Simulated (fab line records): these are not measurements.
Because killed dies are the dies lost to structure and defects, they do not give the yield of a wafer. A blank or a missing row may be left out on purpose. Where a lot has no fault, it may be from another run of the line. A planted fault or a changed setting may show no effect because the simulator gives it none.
Which tool was responsible? :: flow n5_finfet :: 24 lots with 72 wafers sampled at 3 steps, on a route of 1938 steps

== WHAT EACH GAUGE READ, for each wafer ==
N5_MOL_CONTACT_COAG_CD_MEAS_137 targets a cd of 16 nm.
lot: L074
measured: day 5 06:43
on: cd_sem-01
cd_nm (nm): 16.0 15.9 15.5

lot: L075
measured: day 5 11:19
on: cd_sem-01
cd_nm (nm): 15.6 15.4 15.8

lot: L076
measured: day 5 20:17
on: cd_sem-03
cd_nm (nm): 16.0 16.3 15.7

lot: L077
measured: day 6 00:12
on: cd_sem-03
cd_nm (nm): 16.0 16.0 15.9

lot: L078
measured: day 6 00:31
on: cd_sem-03
cd_nm (nm): 15.4 16.4 15.4

lot: L079
measured: day 6 08:20
on: cd_sem-03
cd_nm (nm): 15.7 16.2 15.3

lot: L080
measured: day 6 14:38
on: cd_sem-02
cd_nm (nm): 15.5 15.7 15.7

lot: L081
measured: day 6 22:04
on: cd_sem-03
cd_nm (nm): 16.5 16.0 15.8

lot: L082
measured: day 7 06:01
on: cd_sem-01
cd_nm (nm): 16.2 15.4 15.6

lot: L083
measured: day 7 12:50
on: cd_sem-01
cd_nm (nm): 15.9 16.2 15.8

lot: L084
measured: day 7 17:14
on: cd_sem-03
cd_nm (nm): 15.9 16.2 16.3

lot: L086
measured: day 8 00:27
on: cd_sem-02
cd_nm (nm): 16.3 15.6 16.8

lot: L085
measured: day 8 03:55
on: cd_sem-03
cd_nm (nm): 15.5 16.0 16.0

lot: L087
measured: day 8 13:13
on: cd_sem-03
cd_nm (nm): 16.3 15.8 16.2

lot: L088
measured: day 8 14:13
on: cd_sem-02
cd_nm (nm): 16.6 16.5 15.6

lot: L089
measured: day 8 22:38
on: cd_sem-02
cd_nm (nm): 15.4 16.1 16.2

lot: L090
measured: day 9 07:42
on: cd_sem-01
cd_nm (nm): 16.0 16.0 15.9

lot: L091
measured: day 9 11:12
on: cd_sem-03
cd_nm (nm): 15.5 16.6 16.1

lot: L092
measured: day 9 16:49
on: cd_sem-03
cd_nm (nm): 16.1 16.8 16.3

lot: L093
measured: day 9 22:43
on: cd_sem-02
cd_nm (nm): 16.6 15.9 16.5

lot: L094
measured: day 10 03:26
on: cd_sem-01
cd_nm (nm): 16.0 15.6 15.9

lot: L095
measured: day 10 11:37
on: cd_sem-02
cd_nm (nm): 16.0 16.4 16.1

lot: L096
measured: day 10 19:06
on: cd_sem-03
cd_nm (nm): 16.0 16.3 15.7

lot: L097
measured: day 10 22:38
on: cd_sem-01
cd_nm (nm): 15.1 16.0 15.9

== WHAT TOOL EACH LOT RAN ON (gives the tool, then ch and the chambers of the sampled wafers, and finally the start) ==
lot: L074
N5_MOL_CONTACT_COAG_ALD_27: ald_sin-02 ch 0,3, day 5 01:30
N5_MOL_CONTACT_COAG_VIA_ETCH_46: rie_diel-01 ch 0,1,3, day 5 06:23

lot: L075
N5_MOL_CONTACT_COAG_ALD_27: ald_sin-01 ch 0,1,3, day 5 07:07
N5_MOL_CONTACT_COAG_VIA_ETCH_46: rie_diel-01 ch 0,2,3, day 5 10:59

lot: L076
N5_MOL_CONTACT_COAG_ALD_27: ald_sin-01 ch 0,1,3, day 5 16:25
N5_MOL_CONTACT_COAG_VIA_ETCH_46: rie_diel-04 ch 0,1, day 5 19:56

lot: L077
N5_MOL_CONTACT_COAG_ALD_27: ald_sin-01 ch 0,1, day 5 20:10
N5_MOL_CONTACT_COAG_VIA_ETCH_46: rie_diel-01 ch 0,3, day 5 23:52

lot: L078
N5_MOL_CONTACT_COAG_ALD_27: ald_sin-04 ch 1,2,3, day 5 20:28
N5_MOL_CONTACT_COAG_VIA_ETCH_46: rie_diel-02 ch 0,2,3, day 6 00:11

lot: L079
N5_MOL_CONTACT_COAG_ALD_27: ald_sin-02 ch 0,2,3, day 6 04:02
N5_MOL_CONTACT_COAG_VIA_ETCH_46: rie_diel-02 ch 0,1,2, day 6 07:43

lot: L080
N5_MOL_CONTACT_COAG_ALD_27: ald_sin-01 ch 0,1,3, day 6 10:02
N5_MOL_CONTACT_COAG_VIA_ETCH_46: rie_diel-01 ch 0,2, day 6 14:17

lot: L081
N5_MOL_CONTACT_COAG_ALD_27: ald_sin-04 ch 0,1,3, day 6 18:16
N5_MOL_CONTACT_COAG_VIA_ETCH_46: rie_diel-04 ch 0,2,3, day 6 21:43

lot: L082
N5_MOL_CONTACT_COAG_ALD_27: ald_sin-01 ch 0,3, day 7 02:17
N5_MOL_CONTACT_COAG_VIA_ETCH_46: rie_diel-04 ch 0,2, day 7 05:40

lot: L083
N5_MOL_CONTACT_COAG_ALD_27: ald_sin-04 ch 2,3, day 7 08:53
N5_MOL_CONTACT_COAG_VIA_ETCH_46: rie_diel-04 ch 0,2,3, day 7 12:30

lot: L084
N5_MOL_CONTACT_COAG_ALD_27: ald_sin-04 ch 0,1,2, day 7 13:22
N5_MOL_CONTACT_COAG_VIA_ETCH_46: rie_diel-04 ch 0,2,3, day 7 16:53

lot: L086
N5_MOL_CONTACT_COAG_ALD_27: ald_sin-02 ch 0,1,3, day 7 20:39
N5_MOL_CONTACT_COAG_VIA_ETCH_46: rie_diel-04 ch 0,1,3, day 8 00:07

lot: L085
N5_MOL_CONTACT_COAG_ALD_27: ald_sin-04 ch 0,1,3, day 8 00:07
N5_MOL_CONTACT_COAG_VIA_ETCH_46: rie_diel-02 ch 0,1,3, day 8 03:35

lot: L087
N5_MOL_CONTACT_COAG_ALD_27: ald_sin-02 ch 1,2,3, day 8 07:07
N5_MOL_CONTACT_COAG_VIA_ETCH_46: rie_diel-02 ch 0,2,3, day 8 12:33

lot: L088
N5_MOL_CONTACT_COAG_ALD_27: ald_sin-02 ch 0,3, day 8 08:54
N5_MOL_CONTACT_COAG_VIA_ETCH_46: rie_diel-01 ch 1,2,3, day 8 13:53

lot: L089
N5_MOL_CONTACT_COAG_ALD_27: ald_sin-01 ch 0,3, day 8 18:08
N5_MOL_CONTACT_COAG_VIA_ETCH_46: rie_diel-01 ch 0,3, day 8 22:15

lot: L090
N5_MOL_CONTACT_COAG_ALD_27: ald_sin-04 ch 0,1,2, day 9 04:47
N5_MOL_CONTACT_COAG_VIA_ETCH_46: rie_diel-02 ch 1,2,3, day 9 07:23

lot: L091
N5_MOL_CONTACT_COAG_ALD_27: ald_sin-04 ch 0,2,3, day 9 07:16
N5_MOL_CONTACT_COAG_VIA_ETCH_46: rie_diel-01 ch 1,2,3, day 9 10:52

lot: L092
N5_MOL_CONTACT_COAG_ALD_27: ald_sin-04 ch 1,2,3, day 9 13:08
N5_MOL_CONTACT_COAG_VIA_ETCH_46: rie_diel-04 ch 0,2,3, day 9 16:28

lot: L093
N5_MOL_CONTACT_COAG_ALD_27: ald_sin-02 ch 0,2,3, day 9 18:22
N5_MOL_CONTACT_COAG_VIA_ETCH_46: rie_diel-02 ch 0,1,3, day 9 22:23

lot: L094
N5_MOL_CONTACT_COAG_ALD_27: ald_sin-04 ch 0,3, day 9 22:39
N5_MOL_CONTACT_COAG_VIA_ETCH_46: rie_diel-02 ch 0,1,2, day 10 03:05

lot: L095
N5_MOL_CONTACT_COAG_ALD_27: ald_sin-01 ch 0,1,3, day 10 07:50
N5_MOL_CONTACT_COAG_VIA_ETCH_46: rie_diel-01 ch 1,2,3, day 10 11:16

lot: L096
N5_MOL_CONTACT_COAG_ALD_27: ald_sin-01 ch 0,1,2, day 10 14:30
N5_MOL_CONTACT_COAG_VIA_ETCH_46: rie_diel-01 ch 0,1,2, day 10 18:46

lot: L097
N5_MOL_CONTACT_COAG_ALD_27: ald_sin-04 ch 0,2, day 10 18:25
N5_MOL_CONTACT_COAG_VIA_ETCH_46: rie_diel-02 ch 1,3, day 10 22:17
- N5_MOL_CONTACT_COAG_ALD_27: deposits SiOC, target thk 17 nm, pulse time 1.5 s, time 2720 s.
- N5_MOL_CONTACT_COAG_VIA_ETCH_46: etches SiO2 in C4F6/O2, target depth 46 nm, overetch 9.2 nm, time 40 s.

== AS READ BY THE TOOLS THEMSELVES (means over the sampled wafers that have a number; for cases with no such wafer, the mark the record gives instead) ==
N5_MOL_CONTACT_COAG_ALD_27.
lot: L074
tool: ald_sin-02
heater_power_w (W): 881
precursor_pulse_height_rel: 1.000

lot: L075
tool: ald_sin-01
heater_power_w (W): 714
precursor_pulse_height_rel: 0.990

lot: L076
tool: ald_sin-01
heater_power_w (W): 711
precursor_pulse_height_rel: 1.024

lot: L077
tool: ald_sin-01
heater_power_w (W): 712
precursor_pulse_height_rel: 0.994

lot: L078
tool: ald_sin-04
heater_power_w (W): 801
precursor_pulse_height_rel: 0.999

lot: L079
tool: ald_sin-02
heater_power_w (W): 822
precursor_pulse_height_rel: 1.012

lot: L080
tool: ald_sin-01
heater_power_w (W): 708
precursor_pulse_height_rel: 1.009

lot: L081
tool: ald_sin-04
heater_power_w (W): 833
precursor_pulse_height_rel: 1.004

lot: L082
tool: ald_sin-01
heater_power_w (W): 721
precursor_pulse_height_rel: 0.985

lot: L083
tool: ald_sin-04
heater_power_w (W): 764
precursor_pulse_height_rel: 1.002

lot: L084
tool: ald_sin-04
heater_power_w (W): 858
precursor_pulse_height_rel: 0.974

lot: L086
tool: ald_sin-02
heater_power_w (W): 796
precursor_pulse_height_rel: 0.994

lot: L085
tool: ald_sin-04
heater_power_w (W): 830
precursor_pulse_height_rel: 1.017

lot: L087
tool: ald_sin-02
heater_power_w (W): 731
precursor_pulse_height_rel: 1.015

lot: L088
tool: ald_sin-02
heater_power_w (W): 815
precursor_pulse_height_rel: 1.010

lot: L089
tool: ald_sin-01
heater_power_w (W): 723
precursor_pulse_height_rel: 1.005

lot: L090
tool: ald_sin-04
heater_power_w (W): 833
precursor_pulse_height_rel: 0.993

lot: L091
tool: ald_sin-04
heater_power_w (W): 821
precursor_pulse_height_rel: 0.987

lot: L092
tool: ald_sin-04
heater_power_w (W): 771
precursor_pulse_height_rel: 1.008

lot: L093
tool: ald_sin-02
heater_power_w (W): 820
precursor_pulse_height_rel: 1.030

lot: L094
tool: ald_sin-04
heater_power_w (W): 850
precursor_pulse_height_rel: 0.970

lot: L095
tool: ald_sin-01
heater_power_w (W): 724
precursor_pulse_height_rel: 1.012

lot: L096
tool: ald_sin-01
heater_power_w (W): 810
precursor_pulse_height_rel: 0.994

lot: L097
tool: ald_sin-04
heater_power_w (W): 898
precursor_pulse_height_rel: 1.008

N5_MOL_CONTACT_COAG_VIA_ETCH_46.
lot: L074
tool: rie_diel-01
drypump_motor_current_A (A): 5.8
oes_product_au (a.u.): 0.66
rf_vpp_V (V): 1594
showerhead_plenum_p_Torr (Torr): 2.83
throttle_valve_pct (%): 41.1

lot: L075
tool: rie_diel-01
drypump_motor_current_A (A): 6.0
oes_product_au (a.u.): 0.68
rf_vpp_V (V): 1608
showerhead_plenum_p_Torr (Torr): 2.83
throttle_valve_pct (%): 41.0

lot: L076
tool: rie_diel-04
drypump_motor_current_A (A): 6.3
oes_product_au (a.u.): 0.80
rf_vpp_V (V): 1565
showerhead_plenum_p_Torr (Torr): 2.81
throttle_valve_pct (%): 40.6

lot: L077
tool: rie_diel-01
drypump_motor_current_A (A): 5.7
oes_product_au (a.u.): 0.70
rf_vpp_V (V): 1601
showerhead_plenum_p_Torr (Torr): 2.82
throttle_valve_pct (%): 41.3

lot: L078
tool: rie_diel-02
drypump_motor_current_A (A): 5.8
oes_product_au (a.u.): 0.69
rf_vpp_V (V): 1585
showerhead_plenum_p_Torr (Torr): 2.88
throttle_valve_pct (%): 40.7

lot: L079
tool: rie_diel-02
drypump_motor_current_A (A): 6.1
oes_product_au (a.u.): 0.74
rf_vpp_V (V): 1566
showerhead_plenum_p_Torr (Torr): 2.87
throttle_valve_pct (%): 40.7

lot: L080
tool: rie_diel-01
drypump_motor_current_A (A): 6.1
oes_product_au (a.u.): 0.65
rf_vpp_V (V): 1592
showerhead_plenum_p_Torr (Torr): 2.77
throttle_valve_pct (%): 40.8

lot: L081
tool: rie_diel-04
drypump_motor_current_A (A): 5.5
oes_product_au (a.u.): 0.71
rf_vpp_V (V): 1579
showerhead_plenum_p_Torr (Torr): 2.88
throttle_valve_pct (%): 40.8

lot: L082
tool: rie_diel-04
drypump_motor_current_A (A): 5.7
oes_product_au (a.u.): 0.76
rf_vpp_V (V): 1568
showerhead_plenum_p_Torr (Torr): 2.91
throttle_valve_pct (%): 40.6

lot: L083
tool: rie_diel-04
drypump_motor_current_A (A): 5.5
oes_product_au (a.u.): 0.70
rf_vpp_V (V): 1578
showerhead_plenum_p_Torr (Torr): 2.87
throttle_valve_pct (%): 40.9

lot: L084
tool: rie_diel-04
drypump_motor_current_A (A): 5.5
oes_product_au (a.u.): 0.69
rf_vpp_V (V): 1578
showerhead_plenum_p_Torr (Torr): 2.87
throttle_valve_pct (%): 40.8

lot: L086
tool: rie_diel-04
drypump_motor_current_A (A): 5.9
oes_product_au (a.u.): 0.75
rf_vpp_V (V): 1573
showerhead_plenum_p_Torr (Torr): 2.82
throttle_valve_pct (%): 40.7

lot: L085
tool: rie_diel-02
drypump_motor_current_A (A): 5.9
oes_product_au (a.u.): 0.69
rf_vpp_V (V): 1588
showerhead_plenum_p_Torr (Torr): 2.89
throttle_valve_pct (%): 40.9

lot: L087
tool: rie_diel-02
drypump_motor_current_A (A): 5.8
oes_product_au (a.u.): 0.67
rf_vpp_V (V): 1584
showerhead_plenum_p_Torr (Torr): 2.87
throttle_valve_pct (%): 40.7

lot: L088
tool: rie_diel-01
drypump_motor_current_A (A): 6.0
oes_product_au (a.u.): 0.80
rf_vpp_V (V): 1615
showerhead_plenum_p_Torr (Torr): 2.90
throttle_valve_pct (%): 41.2

lot: L089
tool: rie_diel-01
drypump_motor_current_A (A): 5.8
oes_product_au (a.u.): 0.66
rf_vpp_V (V): 1586
showerhead_plenum_p_Torr (Torr): 2.74
throttle_valve_pct (%): 41.1

lot: L090
tool: rie_diel-02
drypump_motor_current_A (A): 6.0
oes_product_au (a.u.): 0.70
rf_vpp_V (V): 1581
showerhead_plenum_p_Torr (Torr): 2.90
throttle_valve_pct (%): 40.7

lot: L091
tool: rie_diel-01
drypump_motor_current_A (A): 5.9
oes_product_au (a.u.): 0.80
rf_vpp_V (V): 1613
showerhead_plenum_p_Torr (Torr): 2.89
throttle_valve_pct (%): 41.2

lot: L092
tool: rie_diel-04
drypump_motor_current_A (A): 5.5
oes_product_au (a.u.): 0.67
rf_vpp_V (V): 1578
showerhead_plenum_p_Torr (Torr): 2.87
throttle_valve_pct (%): 40.8

lot: L093
tool: rie_diel-02
drypump_motor_current_A (A): 5.9
oes_product_au (a.u.): 0.69
rf_vpp_V (V): 1588
showerhead_plenum_p_Torr (Torr): 2.88
throttle_valve_pct (%): 40.9

lot: L094
tool: rie_diel-02
drypump_motor_current_A (A): 6.1
oes_product_au (a.u.): 0.71
rf_vpp_V (V): 1565
showerhead_plenum_p_Torr (Torr): 2.86
throttle_valve_pct (%): 40.7

lot: L095
tool: rie_diel-01
drypump_motor_current_A (A): 6.0
oes_product_au (a.u.): 0.77
rf_vpp_V (V): 1613
showerhead_plenum_p_Torr (Torr): 2.89
throttle_valve_pct (%): 41.2

lot: L096
tool: rie_diel-01
drypump_motor_current_A (A): 6.1
oes_product_au (a.u.): 0.74
rf_vpp_V (V): 1598
showerhead_plenum_p_Torr (Torr): 2.83
throttle_valve_pct (%): 41.0

lot: L097
tool: rie_diel-02
drypump_motor_current_A (A): 6.1
oes_product_au (a.u.): 0.70
rf_vpp_V (V): 1586
showerhead_plenum_p_Torr (Torr): 2.91
throttle_valve_pct (%): 40.9

== THE ANSWER, worked out from the rows above alone ==
Rule: what is usual is taken from the lots themselves. Put in order of their means at a reading, lots are off if they are a third of the lots or fewer, leave a main group of 4 or more, and stand apart from it by a gap of 3 or more times the standard deviation of the main group's means; of several such gaps the widest counts. If all means in a main group match to the digits the tables above print for the reading, that group is not used. Also off: a lot with no number at a reading for which 4 or more lots have one. Where the step has rows for the other lots, those lots are counted as sound. First the gauges in route order, then the tools' own readings, where a lot's mean is used as printed above. At the first step where some lot is off, the reading lying furthest off is the one used; lots without a number count as furthest.
Nothing can be told from this: no lot is off at any reading shown.

== WHAT THE SIMULATOR PUT IN ==
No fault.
